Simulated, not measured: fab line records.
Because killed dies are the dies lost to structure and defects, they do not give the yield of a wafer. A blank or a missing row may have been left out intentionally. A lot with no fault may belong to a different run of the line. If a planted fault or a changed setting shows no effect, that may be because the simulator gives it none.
The same fault as seen by 2 desks	flow nand harc	each desk has only its own numbers; what lay behind them comes last

THE METROLOGY DESK
Means of the sampled wafers that have a number, per lot and without regard to the tool the lot ran on: this is what the gauges read. A lot is out of limits, marked OUT, if its mean lies more than 4 standard deviations from the usual mean; the brackets give that distance.
Columns: A = cd nm at NHARC_P_M1_CD_MEAS_16, usual 129.3 nm; B = thk nm at NHARC_P_M1_THK_MEAS_24, usual 158.3 nm
lot	first seen here	A	B
L981	day 6 09:46	129.5	157.9
L985	day 7 08:45	129.3	158.9
L993	day 9 04:59	129.8	156.9
L992	day 9 05:15	129.5	155.6
L994	day 9 19:00	129.9	159.7
This desk's verdict: no lot among the 5 shows anything out of limits.

AT THE TOOL OWNER'S DESK: cmp-02
The tool's own readings at NHARC_P_M1_CMP_23 (polishes, t overpolish 20 s, target thk 157.82 nm): means of the sampled wafers that have a number, for each lot that ran on this tool. A lot is out of limits, marked OUT, if its mean lies more than 4 standard deviations from the usual mean; the brackets give that distance.
Columns: A = edge zone pressure frac at NHARC_P_M1_CMP_23, usual 1.000; B = motor current A at NHARC_P_M1_CMP_23, usual 11.7 A; C = slurry filter dp kPa at NHARC_P_M1_CMP_23, usual 13.50 kPa; D = time to endpoint s at NHARC_P_M1_CMP_23, usual 30 s
lot	first seen here	A	B	C	D
L985	day 7 10:41	0.996	11.4	13.58	31
L992	day 9 07:05	0.998	11.1	13.42	25
This desk's verdict: no lot among the 2 shows anything out of limits.

PUT TOGETHER
From the metrology desk's view, nothing was out of limits.
The desk of the tool owner found nothing out of limits.

WHAT HAD BEEN PUT IN BY THE SIMULATOR
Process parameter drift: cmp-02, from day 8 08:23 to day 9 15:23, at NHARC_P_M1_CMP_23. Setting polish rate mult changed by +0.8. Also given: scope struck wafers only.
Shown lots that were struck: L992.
